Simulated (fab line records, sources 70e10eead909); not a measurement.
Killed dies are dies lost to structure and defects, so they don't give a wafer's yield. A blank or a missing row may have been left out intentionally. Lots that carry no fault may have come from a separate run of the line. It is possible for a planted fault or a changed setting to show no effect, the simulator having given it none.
Matching of chambers    flow nand_harc    NHARC_A_M1_ETCH_35 on rie_diel-01 has 4 sister chambers
The step etches the open film in N2/H2, target depth 40 nm, overetch 12 nm, time 43.94 s. 30 wafers are shown with their chamber, then 12 later ones without.

WAFERS PAIRED WITH THEIR CHAMBERS
wafer   chamber  showerhead_plenum_p_Torr (Torr)  drypump_motor_current_A (A)  rf_vpp_V (V)
L074.1  0        2.13                             5.3                          434.7
L074.3  3        1.91                             6.1                          427.8
L074.4  1        1.96                             6.1                          428.9
L078.1  3        1.91                             6.1                          427.3
L078.2  1        1.97                             6.0                          429.1
L078.3  2        2.06                             5.0                          430.7
L078.4  0        2.13                             5.3                          432.8
L078.5  3        1.91                             6.1                          427.5
L078.6  0        2.13                             5.3                          432.3
L080.1  0        2.13                             5.3                          433.0
L080.4  2        2.06                             5.1                          431.8
L080.5  3        1.91                             6.1                          426.7
L079.1  0        2.13                             5.3                          432.1
L079.3  2        2.06                             5.0                          430.0
L079.5  1        1.96                             6.0                          429.2
L079.2  3        1.91                             6.1                          425.9
L079.4  1        1.96                             6.0                          429.1
L079.6  0        2.13                             5.3                          433.5
L081.2  3        1.91                             6.1                          427.0
L081.3  2        2.06                             5.0                          431.1
L081.4  1        1.96                             6.0                          427.1
L082.1  2        2.06                             5.0                          431.0
L082.2  1        1.96                             6.0                          428.2
L082.4  0        2.13                             5.3                          431.8
L087.2  1        1.96                             6.1                          428.1
L087.3  3        1.91                             6.1                          426.3
L087.5  0        2.13                             5.3                          432.3
L086.1  3        1.91                             6.1                          426.9
L086.3  0        2.13                             5.3                          433.5
L086.5  0        2.13                             5.3                          434.6

SIGNATURES (means of the wafers above)
reading                   chamber 0  chamber 1  chamber 2  chamber 3  scatter within a chamber
showerhead_plenum_p_Torr  2.1300     1.9614     2.0600     1.9100     0.00182
drypump_motor_current_A   5.300      6.029      5.020      6.100      0.0293
rf_vpp_V                  433.060    428.529    430.920    426.925    0.813
Rule: a wafer lies at a distance from a chamber equal to the root of the sum of squares, over the readings, of (its reading less the chamber's mean, divided by the reading's scatter). The wafer belongs to the nearest chamber; if the next one is less than 2 further off, it can't be placed. How the scatter is found: for the shown wafers, subtract from each reading the mean of its chamber, square and add these, divide the total by (wafers less chambers), then take the root.

WAFERS WITHOUT THEIR CHAMBER
wafer   showerhead_plenum_p_Torr (Torr)  drypump_motor_current_A (A)  rf_vpp_V (V)
L085.3  2.13                             5.3                          432.6
L085.4  1.91                             6.1                          425.3
L085.5  1.91                             6.1                          426.1
L096.1  1.91                             6.1                          426.4
L096.2  1.96                             6.0                          428.1
L096.3  2.06                             5.0                          431.0
L096.4  2.13                             5.3                          433.5
L096.5  2.13                             5.3                          432.8
L096.6  1.91                             6.1                          427.7
L094.2  2.05                             5.0                          430.1
L094.4  1.91                             6.1                          427.8
L094.6  1.96                             6.0                          428.2

WHICH CHAMBER EACH ONE RAN IN
wafer   from the rows above  in truth
L085.3  0                    0
L085.4  3                    3
L085.5  3                    3
L096.1  3                    3
L096.2  1                    1
L096.3  2                    2
L096.4  0                    0
L096.5  0                    0
L096.6  3                    3
L094.2  2                    2
L094.4  3                    3
L094.6  1                    1
Correctly placed: 12 of 12. Left unplaced by these rows: 0. 0 placed wrongly.
